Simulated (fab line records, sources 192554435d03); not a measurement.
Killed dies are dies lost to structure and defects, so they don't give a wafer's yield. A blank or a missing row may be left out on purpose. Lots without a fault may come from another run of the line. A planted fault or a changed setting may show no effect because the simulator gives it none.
fab line records | flow n5_finfet | part 1 of 2: steps 1 to 21 of 27
record lots=5 wafers=15 last_day=17
route steps=1938 shown BEOL_M5@1130
lots that met no fault: from a run of the same line without faults
start_h: hours from the record's first day to the start of the lot's first wafer shown | wait_h: hours since the lot's step before | " the same as in the row above | L1.1+2: a row that stands for several wafers | - no value, or no start given | * or withheld: withheld | < > ~ a bound
route shown NAME@n: a module of which the file shows steps, and the number in the route of the first | usual: mean/standard deviation of fault-free wafers | same: alike in all rows | chamber/n: place in a boat | sites: the reading at each site | _std_site: their standard deviation | _edge_site: outer sites' mean less inner sites' | radius_mm: how far each site lies from the wafer's centre | mask NAME#n: copy n | behind: the tool/chamber that last shaped the wafer | hold: why the lot was held/for how many hours/how that ended | device: the transistor (n, p or np) that didn't switch | end of line: the same wafers' tests at the end of the route | a step without rows: its recipe alone | killed: dies lost to structure and defects at the first sort, not the wafer's yield | map: a wafer's dies, x killed, . not, _ none there
set.NAME: the setting as run; set.NAME@STEP: as run at that earlier step | model.NAME: the simulator's own value behind a step, which no gauge read
lots at some steps of the route; a table a step, a row a wafer
services: from which hour (start_h, from the record's first day; less than 0 if before it) a tool's chamber was out of use, for how many hours, and why
## steps
# step N5_BEOL_M5_ETCH_72
# recipe chemistry=N2/H2 target=underlayer target_depth_a=65 mask_material=CAR-EUV time_s=5.2 ion_energy_ev=200 pressure_mtorr=30 source_w=840 bias_w=150 n2_flow_sccm=200 h2_flow_sccm=200 ends=cleared
# usual chamber_pressure_mTorr=30.00/0.039 drypump_motor_current_A=5.5/0.45 etch_rf_on_time_s=5.22/0.15 oes_product_au=0.67/0.069 rf_vpp_V=522.9/2.3 showerhead_plenum_p_Torr=2.51/0.083 throttle_valve_pct=17.9/0.31
# columns lot.wafer tool chamber start_h wait_h chamber_pressure_mTorr drypump_motor_current_A etch_rf_on_time_s oes_product_au rf_hours_counter_h rf_vpp_V showerhead_plenum_p_Torr throttle_valve_pct
L074.2 rie_diel-02 0 187.12 0.0 29.99 6.0 5.22 0.64 176 526.5 2.51 18.1
L074.4 " 2 " " 29.98 5.8 5.63 0.56 228 523.0 2.53 17.7
L074.6 " 0 " " 29.95 6.0 5.19 0.64 - 520.6 2.51 18.1
L075.1 rie_diel-06 3 187.36 0.0 30.04 5.3 4.98 0.65 168 521.1 2.43 18.3
L075.2 " 0 " " 29.98 5.4 5.28 0.71 58 522.6 2.48 18.1
L075.5 " 3 " " 29.96 5.3 4.98 0.64 - 520.6 2.43 18.3
L087.1 rie_diel-06 3 255.17 0.0 30.03 5.3 4.96 0.63 197 517.1 2.42 18.4
L087.3 " 0 " " 30.03 5.4 5.27 0.69 84 521.6 2.47 18.1
L087.5 " 2 " " 30.08 4.8 5.37 0.76 - 526.9 2.60 17.6
L091.1 rie_diel-06 2 273.12 0.0 30.02 4.8 5.39 0.73 29 525.2 2.60 17.6
L091.3 " 0 " " 30.06 5.3 5.35 0.67 90 522.4 2.47 18.1
L091.5 " 2 " " 30.03 4.8 5.43 0.75 - 525.3 2.60 17.6
L093.1 rie_diel-06 1 289.51 0.0 30.02 5.1 5.32 0.78 19 526.5 2.72 17.7
L093.2 " 2 " " 30.02 4.8 5.44 0.73 35 524.5 2.60 17.6
L093.6 " 1 " " 29.95 5.1 5.31 0.76 - 528.1 2.72 17.7
# step N5_BEOL_M5_ETCH_61
# recipe chemistry=CF4 target=SiARC target_depth_a=156 mask_material=CAR-EUV time_s=26 ion_energy_ev=80 pressure_mtorr=40 source_w=545 bias_w=36 Ar_flow_sccm=100 cf4_flow_sccm=100 ends=cleared
# usual chamber_pressure_mTorr=40.00/0.036 drypump_motor_current_A=5.5/0.45 etch_rf_on_time_s=26.1/0.67 oes_product_au=0.68/0.07 rf_vpp_V=183.7/1.1 showerhead_plenum_p_Torr=2.12/0.06 throttle_valve_pct=15.7/0.32
# columns lot.wafer tool chamber start_h wait_h chamber_pressure_mTorr drypump_motor_current_A etch_rf_on_time_s oes_product_au rf_hours_counter_h rf_vpp_V showerhead_plenum_p_Torr throttle_valve_pct
L074.2 rie_diel-02 0 187.14 0.0 39.95 6.0 26.0 0.64 176 184.2 2.13 16.0
L074.4 " 2 " " 40.00 5.7 27.4 0.56 228 182.1 2.12 15.6
L074.6 " 0 " " 40.00 6.0 25.9 0.64 - 183.9 2.13 16.0
L075.1 rie_diel-06 3 187.38 0.0 40.08 5.3 25.1 0.64 168 183.5 2.06 16.0
L075.2 " 0 " " 39.98 5.3 26.1 0.72 58 183.4 2.10 15.8
L075.5 " 3 " " 40.00 5.3 25.2 0.65 - 183.4 2.06 16.0
L087.1 rie_diel-06 3 255.19 0.0 39.95 5.3 25.1 0.62 197 184.4 2.05 16.0
L087.3 " 0 " " 40.02 5.4 26.6 0.69 84 183.6 2.09 15.8
L087.5 " 2 " " 39.97 4.8 27.1 0.75 - 185.0 2.19 15.3
L091.1 rie_diel-06 2 273.14 0.0 40.04 4.8 27.1 0.74 29 184.9 2.19 15.3
L091.3 " 0 " " 39.92 5.3 26.6 0.68 90 182.1 2.09 15.8
L091.5 " 2 " " 40.01 4.8 27.3 0.74 - 183.9 2.19 15.3
L093.1 rie_diel-06 1 289.52 0.0 39.94 5.2 26.5 0.77 19 186.3 2.27 15.4
L093.2 " 2 " " 40.00 4.8 27.1 0.73 35 184.3 2.19 15.3
L093.6 " 1 " " 40.04 5.2 26.8 0.77 - 184.6 2.27 15.4
# step N5_BEOL_M5_ETCH_62
# recipe chemistry=N2/H2 target=SOC target_depth_a=750 overetch_a=150 mask_material=SiARC temp_c=40 time_s=112.5 ion_energy_ev=200 pressure_mtorr=30 source_w=840 bias_w=150 n2_flow_sccm=200 h2_flow_sccm=200
# usual chamber_pressure_mTorr=30.003/0.027 drypump_motor_current_A=5.5/0.45 oes_product_au=0.63/0.067 rf_vpp_V=523.1/2.3 showerhead_plenum_p_Torr=2.51/0.083 throttle_valve_pct=17.9/0.31
# columns lot.wafer tool chamber start_h wait_h chamber_pressure_mTorr drypump_motor_current_A oes_product_au rf_hours_counter_h rf_vpp_V showerhead_plenum_p_Torr throttle_valve_pct
L074.2 rie_diel-02 0 187.17 0.0 29.986 6.0 0.60 176 524.6 2.51 18.1
L074.4 " 2 " " 30.005 5.8 0.53 228 521.7 2.53 17.7
L074.6 " 0 " " 29.958 6.0 0.60 - 524.7 2.51 18.1
L075.1 rie_diel-06 3 187.40 0.0 30.007 5.3 0.58 168 519.8 2.43 18.2
L075.2 " 0 " " 29.922 5.4 0.67 58 521.2 2.48 18.0
L075.5 " 3 " " 30.015 5.3 0.58 - 519.7 2.43 18.2
L087.1 rie_diel-06 3 255.21 0.0 29.955 5.3 0.57 197 521.9 2.42 18.3
L087.3 " 0 " " 30.058 5.4 0.65 84 521.8 2.47 18.1
L087.5 " 2 " " 30.024 4.8 0.71 - 524.6 2.60 17.5
L091.1 rie_diel-06 2 273.17 0.0 29.985 4.8 0.70 29 525.6 2.60 17.5
L091.3 " 0 " " 30.008 5.3 0.64 90 521.4 2.47 18.1
L091.5 " 2 " " 29.992 4.8 0.70 - 526.0 2.60 17.5
L093.1 rie_diel-06 1 289.55 0.0 29.974 5.2 0.73 19 527.1 2.72 17.7
L093.2 " 2 " " 30.003 4.8 0.70 35 525.6 2.60 17.5
L093.6 " 1 " " 29.985 5.1 0.72 - 528.4 2.72 17.7
# step N5_BEOL_M5_STRIP_63
# recipe chemistry=N2/H2 temp_c=40 n2_flow_sccm=200 h2_flow_sccm=200 rf_frequency_hz=6e+07
# columns lot.wafer tool chamber start_h wait_h
L074.2+4+6 rie_diel-02 0,2,0 187.27 0.1
L075.1+2+5 rie_diel-06 3,0,3 187.51 0.1
L087.1+3+5 rie_diel-06 3,0,2 255.32 0.1
L091.1+3+5 rie_diel-06 2,0,2 273.28 0.1
L093.1+2+6 rie_diel-06 1,2,1 289.66 0.1
# step N5_BEOL_M5_STRIP_73
# recipe chemistry=N2/H2 temp_c=40 n2_flow_sccm=200 h2_flow_sccm=200 rf_frequency_hz=6e+07
# columns lot.wafer tool chamber start_h wait_h
L074.2+4+6 rie_diel-02 0,2,0 187.28 0.0
L075.1+2+5 rie_diel-06 3,0,3 187.52 0.0
L087.1+3+5 rie_diel-06 3,0,2 255.33 0.0
L091.1+3+5 rie_diel-06 2,0,2 273.29 0.0
L093.1+2+6 rie_diel-06 1,2,1 289.67 0.0
# step N5_BEOL_M5_STRIP_64
# recipe chemistry=CF4 resist=SiARC power_w=300 bias_power_w=75 pressure_mtorr=50 cf4_flow_sccm=150 rf_frequency_hz=6e+07
# usual chamber_pressure_mTorr=50.00/0.048 drypump_motor_current_A=5.5/0.45 oes_product_au=0.79/0.083 rf_vpp_V=270.8/1.4 showerhead_plenum_p_Torr=1.78/0.046 throttle_valve_pct=13.7/0.32
# columns lot.wafer tool chamber start_h wait_h chamber_pressure_mTorr drypump_motor_current_A oes_product_au rf_hours_counter_h rf_vpp_V showerhead_plenum_p_Torr throttle_valve_pct
L074.2 rie_diel-02 0 187.29 0.0 49.98 5.9 0.74 176 270.7 1.78 14.0
L074.4 " 2 " " 50.05 5.8 0.68 228 269.6 1.79 13.6
L074.6 " 0 " " 50.08 5.9 0.73 - 271.0 1.78 13.9
L075.1 rie_diel-06 3 187.53 0.0 49.99 5.3 0.72 168 271.0 1.73 13.9
L075.2 " 0 " " 49.96 5.3 0.84 58 270.1 1.77 13.7
L075.5 " 3 " " 50.11 5.3 0.73 - 269.9 1.73 13.9
L087.1 rie_diel-06 3 255.34 0.0 49.91 5.3 0.71 197 269.3 1.72 14.0
L087.3 " 0 " " 50.03 5.3 0.81 84 269.8 1.76 13.8
L087.5 " 2 " " 50.13 4.8 0.88 - 273.4 1.82 13.2
L091.1 rie_diel-06 2 273.30 0.0 49.92 4.8 0.88 29 272.6 1.82 13.2
L091.3 " 0 " " 50.00 5.3 0.80 90 269.6 1.76 13.8
L091.5 " 2 " " 50.01 4.8 0.87 - 272.5 1.82 13.2
L093.1 rie_diel-06 1 289.68 0.0 50.03 5.1 0.90 19 274.5 1.90 13.3
L093.2 " 2 " " 49.98 4.8 0.87 36 271.9 1.82 13.2
L093.6 " 1 " " 49.94 5.1 0.90 - 273.9 1.90 13.3
# step N5_BEOL_M5_HM_OPEN_17
# recipe chemistry=Cl2/BCl3 target_depth_a=200 overetch_a=60 target=TiN mask_material=SOC ion_energy_ev=150 pressure_mtorr=10 icp_w=1000 bias_w=126 Cl2_flow_sccm=53.25 bcl3_flow_sccm=21.75 Ar_flow_sccm=25
# usual chamber_pressure_mTorr=10.001/0.0095 drypump_motor_current_A=5.8/0.4 oes_product_au=0.67/0.093 throttle_valve_pct=22.14/0.24
# columns lot.wafer tool chamber start_h wait_h chamber_pressure_mTorr drypump_motor_current_A oes_product_au rf_hours_counter_h throttle_valve_pct
L074.2 rie_metal-01 1 187.37 0.1 10.013 5.9 0.69 - 22.19
L074.4 " 1 " " 10.012 5.8 0.70 - 22.17
L074.6 " 1 " " 9.988 5.9 0.70 - 22.19
L075.1 rie_metal-02 0 187.57 0.0 10.003 5.7 0.55 107 22.49
L075.2 " 1 " " 10.013 5.4 0.75 14 21.89
L075.5 " 0 " " 10.007 5.7 0.54 - 22.49
L087.1 rie_metal-02 1 255.38 0.0 9.994 5.4 0.73 19 21.89
L087.3 " 1 " " 9.994 5.4 0.73 - 21.90
L087.5 " 0 " " 10.002 5.7 0.54 - 22.49
L091.1 rie_metal-01 1 273.34 0.0 10.008 5.9 0.68 32 22.19
L091.3 " 1 " " 10.021 5.9 0.68 - 22.18
L091.5 " 0 " " 9.987 6.4 0.77 - 22.10
L093.1 rie_metal-01 1 289.72 0.0 9.987 5.9 0.66 33 22.21
L093.2 " 0 " " 10.009 6.4 0.77 7 22.08
L093.6 " 1 " " 9.999 5.9 0.67 - 22.22
# step N5_BEOL_M5_STRIP_19
# recipe chemistry=O2 power_w=400 temp_c=40 pressure_mtorr=30 rf_frequency_hz=6e+07 bias_power_w=0 overash_fraction=0.2 o2_flow_sccm=225
# usual chamber_pressure_mTorr=30.003/0.028 drypump_motor_current_A=5.5/0.5 oes_product_au=0.80/0.092 rf_vpp_V=3.6/0.45 showerhead_plenum_p_Torr=2.08/0.071 throttle_valve_pct=16.72/0.27
# columns lot.wafer tool chamber start_h wait_h chamber_pressure_mTorr drypump_motor_current_A oes_product_au rf_hours_counter_h rf_vpp_V showerhead_plenum_p_Torr throttle_valve_pct
L074.2 rie_diel-06 0 187.55 0.2 29.988 5.4 0.85 58 3.5 2.06 16.87
L074.4 " 0 " " 30.014 5.4 0.86 - 2.9 2.06 16.86
L074.6 " 2 " " 30.055 4.8 0.97 - 3.8 2.15 16.29
L075.1 rie_diel-06 0 187.68 0.1 29.996 5.4 0.86 59 4.1 2.06 16.88
L075.2 " 2 " " 30.048 4.8 0.98 1 3.3 2.15 16.28
L075.5 " 2 " " 30.003 4.8 0.97 - 3.7 2.15 16.29
L087.1 rie_diel-06 0 255.49 0.1 30.012 5.4 0.81 84 3.7 2.05 16.94
L087.3 " 3 " " 29.985 5.3 0.71 197 4.4 1.97 16.91
L087.5 " 3 " " 30.000 5.3 0.71 - 3.4 1.97 16.91
L091.1 rie_diel-06 0 273.45 0.1 29.994 5.3 0.81 90 4.3 2.05 16.95
L091.3 " 2 " " 29.979 4.8 0.87 29 4.2 2.14 16.35
L091.5 " 0 " " 30.010 5.3 0.81 - 3.9 2.05 16.94
L093.1 rie_diel-02 1 289.83 0.1 29.997 5.9 0.81 104 3.6 2.03 16.46
L093.2 " 2 " " 29.998 5.8 0.96 4 4.1 2.03 16.06
L093.6 " 2 " " 29.944 5.7 0.96 - 3.0 2.03 16.05
# step N5_BEOL_M5_CD_MEAS_18
# recipe pitch_nm=56 target_cd_nm=28
# usual cd_nm=27.9/0.45
# columns lot.wafer tool chamber start_h wait_h cd_nm
L074.2 cd_sem-03 - 187.62 0.1 27.9
L074.4 " - " " 27.4
L074.6 " - " " 27.7
L075.1 cd_sem-02 - 187.75 0.0 26.7
L075.2 " - " " 28.0
L075.5 " - " " 27.1
L087.1 cd_sem-02 - 255.56 0.0 27.7
L087.3 " - " " 27.8
L087.5 " - " " 27.4
L091.1 cd_sem-01 - 273.52 0.0 27.9
L091.3 " - " " 28.2
L091.5 " - " " 28.0
L093.1 cd_sem-02 - 289.90 0.0 27.7
L093.2 " - " " 27.5
L093.6 " - " " 28.7
# step N5_BEOL_M5_COAT_65
# recipe resist=SOC temp_c=250 time_s=60 spin_rpm=1500 resist_thk_nm=60
# columns lot.wafer tool chamber start_h wait_h
L074.2+4+6 litho_track-05 0 187.68 0.1
L075.1+2+5 litho_track-01 0 187.80 0.0
L087.1+3+5 litho_track-01 0 257.14 1.6
L091.1+3+5 litho_track-03 0 273.84 0.3
L093.1+2+6 litho_track-03 0 294.00 4.1
# step N5_BEOL_M5_COAT_66
# recipe resist=SiARC temp_c=220 time_s=60 spin_rpm=1500 resist_thk_nm=12
# columns lot.wafer tool chamber start_h wait_h
L074.2+4+6 litho_track-05 0 - -
L075.1+2+5 litho_track-01 0 - -
L087.1+3+5 litho_track-01 0 - -
L091.1+3+5 litho_track-03 0 - -
L093.1+2+6 litho_track-03 0 - -
# step N5_BEOL_M5_COAT_74
# recipe resist=underlayer temp_c=205 time_s=60 spin_rpm=1500 resist_thk_nm=5
# columns lot.wafer tool chamber start_h wait_h
L074.2+4+6 litho_track-05 0 - -
L075.1+2+5 litho_track-01 0 - -
L087.1+3+5 litho_track-01 0 - -
L091.1+3+5 litho_track-03 0 - -
L093.1+2+6 litho_track-03 0 - -
# step N5_BEOL_M5_COAT_22
# recipe resist=CAR-EUV spin_rpm=1500 resist_thk_nm=30
# columns lot.wafer tool chamber start_h wait_h
L074.2+4+6 litho_track-05 0 - -
L075.1+2+5 litho_track-01 0 - -
L087.1+3+5 litho_track-01 0 - -
L091.1+3+5 litho_track-03 0 - -
L093.1+2+6 litho_track-03 0 - -
# step N5_BEOL_M5_EBR_24
# recipe solvent=PGMEA ebr_width_mm=1.5
# columns lot.wafer tool chamber start_h wait_h
L074.2+4+6 litho_track-05 0 - -
L075.1+2+5 litho_track-01 0 - -
L087.1+3+5 litho_track-01 0 - -
L091.1+3+5 litho_track-03 0 - -
L093.1+2+6 litho_track-03 0 - -
# step N5_BEOL_M5_SOFTBAKE_23
# recipe temp_c=110 time_s=60 resist=CAR-EUV
# columns lot.wafer tool chamber start_h wait_h
L074.2+4+6 litho_track-05 0 - -
L075.1+2+5 litho_track-01 0 - -
L087.1+3+5 litho_track-01 0 - -
L091.1+3+5 litho_track-03 0 - -
L093.1+2+6 litho_track-03 0 - -
# step N5_BEOL_M5_EXPOSE_25
# recipe mask_id=V4 na=0.33 source_shape=quasar sigma_inner=0.2 sigma_outer=0.6 polarization=unpolarized defocus_nm=10 dose_mj=52.75
# columns lot.wafer tool chamber start_h wait_h mask
L074.2+4+6 euv_scanner-02 0 187.95 - V4#0
L075.1+2+5 euv_scanner-01 0 188.12 - V4#0
L087.1+3+5 euv_scanner-01 0 257.27 - V4#0
L091.1+3+5 euv_scanner-02 0 273.99 - V4#0
L093.1+2+6 euv_scanner-02 0 294.18 - V4#0
# step N5_BEOL_M5_PEB_26
# recipe peb_temp_c=100 peb_time_s=60 resist=CAR-EUV
# columns lot.wafer tool chamber start_h wait_h
L074.2+4+6 litho_track-05 0 188.01 0.1
L075.1+2+5 litho_track-01 0 188.19 0.1
L087.1+3+5 litho_track-03 0 257.34 0.1
L091.1+3+5 litho_track-03 0 274.07 0.1
L093.1+2+6 litho_track-01 0 294.25 0.1
# step N5_BEOL_M5_DEVELOP_27
# recipe develop_time_s=30 developer=TMAH resist=CAR-EUV rinse_liquid=surfactant_rinse dry=air_spin dev_temp_c=23
# columns lot.wafer tool chamber start_h wait_h
L074.2+4+6 litho_track-05 0 - -
L075.1+2+5 litho_track-01 0 - -
L087.1+3+5 litho_track-03 0 - -
L091.1+3+5 litho_track-03 0 - -
L093.1+2+6 litho_track-01 0 - -
# step N5_BEOL_M5_CD_MEAS_28
# recipe target_cd_nm=30.6 landing_energy_ev=500 detector=se_inlens target_cd_y_nm=20 polarity=opening
# usual cd_nm=30.39/0.27
# same landing_energy_ev=500
# columns lot.wafer tool chamber start_h wait_h cd_nm
L074.2 cd_sem-02 0 188.08 - 30.79
L074.4 " 0 " " 30.98
L074.6 " 0 " " 30.39
L075.1 cd_sem-03 0 188.25 - 30.28
L075.2 " 0 " " 30.01
L075.5 " 0 " " 30.71
L087.1 cd_sem-01 0 257.41 - 30.37
L087.3 " 0 " " 30.61
L087.5 " 0 " " 30.49
L091.1 cd_sem-02 0 274.13 - 30.68
L091.3 " 0 " " 30.20
L091.5 " 0 " " 30.21
L093.1 cd_sem-03 0 294.31 - 29.55
L093.2 " 0 " " 29.96
L093.6 " 0 " " 30.22
# step N5_BEOL_M5_OVL_MEAS_29
# recipe points_per_wafer=522
# usual V4_OVL=0.5/0.71
# columns lot.wafer tool chamber start_h wait_h V4_OVL[nm]
L074.2 overlay-01 0 188.11 0.0 0.5
L074.4 " 0 " " 1.5
L074.6 " 0 " " 0.1
L075.1 overlay-02 0 188.28 0.0 0.8
L075.2 " 0 " " 0.4
L075.5 " 0 " " 1.2
L087.1 overlay-02 0 257.44 0.0 0.5
L087.3 " 0 " " 0.0
L087.5 " 0 " " -0.3
L091.1 overlay-02 0 274.16 0.0 0.8
L091.3 " 0 " " 0.9
L091.5 " 0 " " 0.6
L093.1 overlay-01 0 294.34 0.0 0.6
L093.2 " 0 " " 0.3
L093.6 " 0 " " -0.7
# step N5_BEOL_M5_INSPECT_30
# recipe mode=adi inspect_instrument=brightfield
# usual raw_defect_count=413/78
# columns lot.wafer tool chamber start_h wait_h raw_defect_count
L074.2 defect_inspect-01 - 188.17 0.0 449
L074.4 " - " " 556
L074.6 " - " " 441
L075.1 defect_inspect-02 - 188.34 0.1 461
L075.2 " - " " 510
L075.5 " - " " 501
L087.1 defect_inspect-01 - 257.50 0.1 602
L087.3 " - " " 464
L087.5 " - " " 501
L091.1 defect_inspect-01 - 274.22 0.1 414
L091.3 " - " " 311
L091.5 " - " " 346
L093.1 defect_inspect-02 - 294.40 0.1 316
L093.2 " - " " 363
L093.6 " - " " 511
